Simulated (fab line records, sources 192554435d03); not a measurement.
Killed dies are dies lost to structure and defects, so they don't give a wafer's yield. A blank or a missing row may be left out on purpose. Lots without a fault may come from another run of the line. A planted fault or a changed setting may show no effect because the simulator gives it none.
One fault seen from 3 desks | flow n5_finfet | each desk has only its own numbers; what lay behind them comes last

THE METROLOGY DESK
What the gauges read, lot by lot, whatever tool the lot ran on: means of the sampled wafers that have a number. A lot is out of limits, marked OUT, if its mean lies more than 4 standard deviations from the usual mean; the brackets give that distance. Of its 14 readings 7 are shown: the one that was out of limits first, and those that lie furthest out on some lot.
Columns: A = thk_nm at N5_SD_EPI_N_EPI_MEAS_23, usual 59.1 nm; B = RS_SD_N at N5_SD_ACTIVATION_RS_MEAS_03, usual 21.9 ohm/sq; C = RS_SD_P at N5_SD_ACTIVATION_RS_MEAS_03, usual 56.0 ohm/sq; D = DIBL_P at N5_BEOL_M4_RC_MEAS_101, usual 36.1 mV/V; E = ION_P at N5_BEOL_M4_RC_MEAS_101, usual 463 uA/um; F = RS_SD_N at N5_BEOL_M4_RC_MEAS_101, usual 28.4 ohm/sq; G = VT_P at N5_BEOL_M4_RC_MEAS_101, usual -249 mV
lot  | first seen here | A               | B               | C    | D    | E   | F               | G
L195 | day 3 12:20     | 58.1            | 22.2            | 55.4 | 35.2 | 477 | 28.7            | -245
L203 | day 5 11:47     | 60.2            | 21.9            | 55.9 | 37.5 | 458 | 28.2            | -251
L206 | day 6 05:44     | 59.1            | 21.9            | 55.4 | 36.8 | 469 | 28.4            | -246
L208 | day 6 22:46     | 52.0 (-5.1) OUT | 25.2 (+10) OUT  | 54.6 | 33.5 | 461 | 32.7 (+10) OUT  | -250
L210 | day 7 06:16     | 55.2            | 23.4 (+4.5) OUT | 57.1 | 34.0 | 456 | 30.4 (+4.9) OUT | -256
L212 | day 7 16:38     | 57.8            | 22.6            | 57.2 | 34.8 | 459 | 29.3            | -253
L214 | day 8 06:03     | 59.2            | 21.9            | 54.9 | 35.0 | 458 | 28.4            | -252
L215 | day 8 12:50     | 59.7            | 21.8            | 55.9 | 36.9 | 472 | 28.1            | -248
L217 | day 9 01:45     | 60.2            | 21.9            | 56.0 | 36.3 | 463 | 28.1            | -249
This desk's finding: out of limits on L208, L210; first on L208, day 6 22:46 (thk_nm at N5_SD_EPI_N_EPI_MEAS_23). In limits: L195, L203, L206, L212, L214, L215, L217.

THE DEFECT DESK
What the inspections along the route counted, lot by lot: means of the sampled wafers that have a number. A lot is out of limits, marked OUT, if its mean lies more than 4 standard deviations from the usual mean; the brackets give that distance.
Columns: A = raw_defect_count at N5_SD_EPI_N_INSPECT_11, usual 2.1
lot  | first seen here | A
L195 | day 3 07:35     | 1.3
L203 | day 5 07:27     | 2.7
L206 | day 6 01:06     | 3.0
L208 | day 6 19:20     | 3.0
L210 | day 7 02:49     | 0.5
L212 | day 7 13:10     | 3.5
L214 | day 8 01:38     | 4.3
L215 | day 8 09:25     | 1.7
L217 | day 8 20:36     | 1.7
This desk's finding: nothing out of limits on any of the 9 lots.

THE TOOL OWNER'S DESK: epi_rpcvd-03
The tool's own readings at N5_SD_EPI_N_EPI_21 (deposits Si:P, time 690 s): means of the sampled wafers that have a number, for each lot that ran on this tool. A lot is out of limits, marked OUT, if its mean lies more than 4 standard deviations from the usual mean; the brackets give that distance.
Columns: A = chamber_pressure_Torr at N5_SD_EPI_N_EPI_21, usual 255.0 Torr
lot  | first seen here | A
L203 | day 5 10:14     | 255.3
L206 | day 6 03:26     | 254.8
L208 | day 6 21:02     | 255.3
L210 | day 7 04:49     | 254.9
L212 | day 7 15:12     | 254.4
This desk's finding: nothing out of limits on any of the 5 lots.

PUT TOGETHER
The metrology desk could have raised an alarm at day 6 22:46, on L208, L210.
The defect desk saw nothing out of limits.
The tool owner's desk saw nothing out of limits.
The defect desk has L208, L210 on record, within its limits.
The tool owner's desk has L208, L210 on record, within its limits.
Of the lots named, all ran N5_SD_EPI_N_EPI_21 on epi_rpcvd-03.

WHAT THE SIMULATOR HAD PUT IN
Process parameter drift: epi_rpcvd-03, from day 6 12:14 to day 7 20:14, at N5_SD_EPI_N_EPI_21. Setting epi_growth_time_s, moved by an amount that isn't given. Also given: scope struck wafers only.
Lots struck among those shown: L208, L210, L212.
Hours from the fault's start to each desk's first reading out of limits: the metrology desk, 11.
